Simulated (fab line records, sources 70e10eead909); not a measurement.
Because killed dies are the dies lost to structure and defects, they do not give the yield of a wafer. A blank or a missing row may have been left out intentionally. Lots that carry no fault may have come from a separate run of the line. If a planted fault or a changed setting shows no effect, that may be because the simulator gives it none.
Comparing a struck lot with a sound one | flow nand harc | 14 steps out of a route of 1159
Sound: wafers L514.2, L514.4, L514.6. Struck: wafers L522.1, L522.3, L522.5. The cause comes at the end.
Order at every step that has rows: each side's tool, ch and its chambers, its first start. Under that, the readings that differ: sound wafers | struck wafers | difference of the means | sigmas: that difference in standard deviations of wafers without a fault.
alike: same words and numbers on both sides, and readings whose means sit less than 2 such deviations apart. not compared: any withheld reading, any reading some wafer has no value for, any bound like >300 that may hide the same value, and any number with overlapping values for which the record gives no deviation.
The two part at a step that has a row with sigmas, a row that says differs or no value, or rows on one side only. When numbers do not overlap yet have no deviation, they are printed without sigmas and do not part them. A reading that every wafer of one side lacks parts them only if that side has two wafers or more.

first, 1 step without rows for these wafers: NHARC_A_ONON_D1_DEP_00 (target thk 1000 nm).
NHARC_A_ONON_D1_THK_MEAS_02: measures by ellipsometry.
  sound: film metro-01 at day 8 03:01; struck: film metro-01 at day 9 13:29
  alike: thk nm
then, no rows for these wafers at 1 step: NHARC_A_ONON_D1_DEP_03 (target thk 1000 nm).
NHARC_A_ONON_D1_THK_MEAS_05: measures by ellipsometry.
  sound: film metro-02 at day 8 03:34; struck: film metro-02 at day 9 14:12
  alike: thk nm
then, no rows for these wafers at 1 step: NHARC_A_ONON_D1_DEP_06 (target thk 1000 nm).
NHARC_A_ONON_D1_THK_MEAS_08: measures by ellipsometry.
  sound: film metro-02 at day 8 04:08; struck: film metro-02 at day 9 14:53
  alike: thk nm
then, no rows for these wafers at 1 step: NHARC_A_ONON_D1_DEP_09 (target thk 1000 nm).
NHARC_A_ONON_D1_THK_MEAS_11: measures by ellipsometry.
  sound: film metro-01 at day 8 04:43; struck: film metro-01 at day 9 15:27
  alike: thk nm
then, no rows for these wafers at 1 step: NHARC_A_ONON_D1_DEP_12 (target thk 1000 nm).
NHARC_A_ONON_D1_THK_MEAS_14: measures by ellipsometry.
  sound: film metro-01 at day 8 05:16; struck: film metro-02 at day 9 16:01
  reading     | sound       | struck         | difference | sigmas
  thk nm (nm) | 992 989 989 | 1009 1007 1009 | +18        | +2
then, 1 step without rows for these wafers: NHARC_A_ONON_D1_ANNEAL_15 (time 3600 s).
NHARC_A_ONON_D1_DEP_16: target thk 1000 nm.
  sound on pecvd onon-04 ch 0, day 8 11:58; struck on pecvd onon-03 ch 0, day 10 01:38
NHARC_A_ONON_D1_THK_MEAS_18: measures by ellipsometry.
  sound: film metro-01 at day 8 12:25; struck: film metro-02 at day 10 02:10
  reading     | sound          | struck      | difference | sigmas
  thk nm (nm) | 1006 1008 1006 | 828 829 828 | -178       | -15
then, no rows for these wafers at 1 step: NHARC_A_ONON_D1_DEP_19 (target thk 1000 nm).

## WHERE THEY PART
First at NHARC_A_ONON_D1_THK_MEAS_14; last, within this record, at NHARC_A_ONON_D1_THK_MEAS_18.

WHY: what had been put in by the simulator
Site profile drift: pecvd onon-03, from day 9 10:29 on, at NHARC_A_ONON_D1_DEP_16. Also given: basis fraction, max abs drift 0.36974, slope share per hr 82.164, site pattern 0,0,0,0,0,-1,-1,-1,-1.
